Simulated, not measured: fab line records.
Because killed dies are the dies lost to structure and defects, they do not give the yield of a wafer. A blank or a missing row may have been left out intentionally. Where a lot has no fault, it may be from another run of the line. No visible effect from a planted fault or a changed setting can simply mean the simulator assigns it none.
What tool caused it? || flow nand_harc || Sampling: 12 lots, 36 wafers, 3 of 1159 route steps

== WHAT THE GAUGES READ, wafer by wafer ==
NHARC_A_M1_INSPECT_27. Usual: 451 for raw_defect_count, sd 110.
{"lot": "L747", "measured": "day 17 18:06", "on": "defect_inspect-01", "raw_defect_count": "724 537 376", "flag": ""}
{"lot": "L750", "measured": "day 18 07:54", "on": "defect_inspect-01", "raw_defect_count": "630 522 526", "flag": ""}
{"lot": "L748", "measured": "day 18 08:13", "on": "defect_inspect-01", "raw_defect_count": "464 366 370", "flag": ""}
{"lot": "L749", "measured": "day 18 08:50", "on": "defect_inspect-02", "raw_defect_count": "377 510 480", "flag": ""}
{"lot": "L752", "measured": "day 18 13:23", "on": "defect_inspect-02", "raw_defect_count": "531 635 451", "flag": ""}
{"lot": "L751", "measured": "day 19 12:19", "on": "defect_inspect-01", "raw_defect_count": "294 474 280", "flag": ""}
{"lot": "L761", "measured": "day 20 16:33", "on": "defect_inspect-02", "raw_defect_count": "299 379 324", "flag": ""}
{"lot": "L759", "measured": "day 21 02:09", "on": "defect_inspect-01", "raw_defect_count": "541 655 381", "flag": ""}
{"lot": "L762", "measured": "day 21 15:45", "on": "defect_inspect-02", "raw_defect_count": "333 285 343", "flag": ""}
{"lot": "L763", "measured": "day 21 16:53", "on": "defect_inspect-01", "raw_defect_count": "424 517 596", "flag": ""}
{"lot": "L767", "measured": "day 22 08:11", "on": "defect_inspect-01", "raw_defect_count": "514 549 455", "flag": ""}
{"lot": "L769", "measured": "day 23 20:32", "on": "defect_inspect-02", "raw_defect_count": "675 473 485", "flag": ""}

== EACH LOT AND THE TOOL THAT RAN IT (in order: tool; ch and the chambers of the sampled wafers; start) ==
{"lot": "L747", "NHARC_A_M1_PRE_CLEAN_30": "pvd_sputter-03, day 17 18:06 or earlier", "NHARC_A_M1_PVD_20": "pvd_sputter-03, day 17 18:06 or earlier"}
{"lot": "L750", "NHARC_A_M1_PRE_CLEAN_30": "pvd_sputter-02, day 18 07:54 or earlier", "NHARC_A_M1_PVD_20": "pvd_sputter-02, day 18 07:54 or earlier"}
{"lot": "L748", "NHARC_A_M1_PRE_CLEAN_30": "pvd_sputter-03, day 18 08:13 or earlier", "NHARC_A_M1_PVD_20": "pvd_sputter-03, day 18 08:13 or earlier"}
{"lot": "L749", "NHARC_A_M1_PRE_CLEAN_30": "pvd_sputter-02, day 18 08:50 or earlier", "NHARC_A_M1_PVD_20": "pvd_sputter-02, day 18 08:50 or earlier"}
{"lot": "L752", "NHARC_A_M1_PRE_CLEAN_30": "pvd_sputter-01, day 18 13:23 or earlier", "NHARC_A_M1_PVD_20": "pvd_sputter-01, day 18 13:23 or earlier"}
{"lot": "L751", "NHARC_A_M1_PRE_CLEAN_30": "pvd_sputter-03, day 19 12:19 or earlier", "NHARC_A_M1_PVD_20": "pvd_sputter-03, day 19 12:19 or earlier"}
{"lot": "L761", "NHARC_A_M1_PRE_CLEAN_30": "pvd_sputter-01, day 20 16:33 or earlier", "NHARC_A_M1_PVD_20": "pvd_sputter-01, day 20 16:33 or earlier"}
{"lot": "L759", "NHARC_A_M1_PRE_CLEAN_30": "pvd_sputter-01, day 21 02:09 or earlier", "NHARC_A_M1_PVD_20": "pvd_sputter-01, day 21 02:09 or earlier"}
{"lot": "L762", "NHARC_A_M1_PRE_CLEAN_30": "pvd_sputter-01, day 21 15:45 or earlier", "NHARC_A_M1_PVD_20": "pvd_sputter-01, day 21 15:45 or earlier"}
{"lot": "L763", "NHARC_A_M1_PRE_CLEAN_30": "pvd_sputter-01, day 21 16:53 or earlier", "NHARC_A_M1_PVD_20": "pvd_sputter-01, day 21 16:53 or earlier"}
{"lot": "L767", "NHARC_A_M1_PRE_CLEAN_30": "pvd_sputter-02, day 22 08:11 or earlier", "NHARC_A_M1_PVD_20": "pvd_sputter-02, day 22 08:11 or earlier"}
{"lot": "L769", "NHARC_A_M1_PRE_CLEAN_30": "pvd_sputter-03, day 23 20:32 or earlier", "NHARC_A_M1_PVD_20": "pvd_sputter-03, day 23 20:32 or earlier"}
- NHARC_A_M1_PRE_CLEAN_30: time 30 s.
- NHARC_A_M1_PVD_20: deposits TaN, target thk 5 nm, time 8.06 s.

== WHAT THE TOOLS THEMSELVES READ (means of the sampled wafers that have a number; where no wafer has one, the mark that the record gives instead) ==
NHARC_A_M1_PRE_CLEAN_30. Usual: 404 W for heater_power_w, sd 53.
{"lot": "L747", "tool": "pvd_sputter-03", "heater_power_w (W)": 403, "flag": ""}
{"lot": "L750", "tool": "pvd_sputter-02", "heater_power_w (W)": 383, "flag": ""}
{"lot": "L748", "tool": "pvd_sputter-03", "heater_power_w (W)": 431, "flag": ""}
{"lot": "L749", "tool": "pvd_sputter-02", "heater_power_w (W)": 408, "flag": ""}
{"lot": "L752", "tool": "pvd_sputter-01", "heater_power_w (W)": 460, "flag": ""}
{"lot": "L751", "tool": "pvd_sputter-03", "heater_power_w (W)": 406, "flag": ""}
{"lot": "L761", "tool": "pvd_sputter-01", "heater_power_w (W)": 332, "flag": ""}
{"lot": "L759", "tool": "pvd_sputter-01", "heater_power_w (W)": 391, "flag": ""}
{"lot": "L762", "tool": "pvd_sputter-01", "heater_power_w (W)": 397, "flag": ""}
{"lot": "L763", "tool": "pvd_sputter-01", "heater_power_w (W)": 339, "flag": ""}
{"lot": "L767", "tool": "pvd_sputter-02", "heater_power_w (W)": 384, "flag": ""}
{"lot": "L769", "tool": "pvd_sputter-03", "heater_power_w (W)": 376, "flag": ""}

NHARC_A_M1_PVD_20. Usual: 30.2 % for throttle_valve_pct, sd 1.2.
{"lot": "L747", "tool": "pvd_sputter-03", "throttle_valve_pct (%)": 27.8, "flag": ""}
{"lot": "L750", "tool": "pvd_sputter-02", "throttle_valve_pct (%)": 29.6, "flag": ""}
{"lot": "L748", "tool": "pvd_sputter-03", "throttle_valve_pct (%)": 29.4, "flag": ""}
{"lot": "L749", "tool": "pvd_sputter-02", "throttle_valve_pct (%)": 30.1, "flag": ""}
{"lot": "L752", "tool": "pvd_sputter-01", "throttle_valve_pct (%)": 30.8, "flag": ""}
{"lot": "L751", "tool": "pvd_sputter-03", "throttle_valve_pct (%)": 29.0, "flag": ""}
{"lot": "L761", "tool": "pvd_sputter-01", "throttle_valve_pct (%)": 31.0, "flag": ""}
{"lot": "L759", "tool": "pvd_sputter-01", "throttle_valve_pct (%)": 30.5, "flag": ""}
{"lot": "L762", "tool": "pvd_sputter-01", "throttle_valve_pct (%)": 30.8, "flag": ""}
{"lot": "L763", "tool": "pvd_sputter-01", "throttle_valve_pct (%)": 30.7, "flag": ""}
{"lot": "L767", "tool": "pvd_sputter-02", "throttle_valve_pct (%)": 30.2, "flag": ""}
{"lot": "L769", "tool": "pvd_sputter-03", "throttle_valve_pct (%)": 30.1, "flag": ""}

== THE ANSWER, worked out from the rows above alone ==
Rule: take the mean of a lot's wafers that have a number; if it is more than 3 standard deviations from the usual mean, the lot is off. A lot without any number at a reading at which 4 lots or more have one is off too. Where the step has rows for the other lots, those lots are counted as sound. First the gauges in route order, then the tools' own readings, where a lot's mean is used as printed above. The first step at which some lot is off is used, and at that step the reading that is off furthest; a lot without a number counts as furthest.
Across all readings shown, no lot is off: no conclusion can be drawn from this.

== WHAT THE SIMULATOR PUT IN ==
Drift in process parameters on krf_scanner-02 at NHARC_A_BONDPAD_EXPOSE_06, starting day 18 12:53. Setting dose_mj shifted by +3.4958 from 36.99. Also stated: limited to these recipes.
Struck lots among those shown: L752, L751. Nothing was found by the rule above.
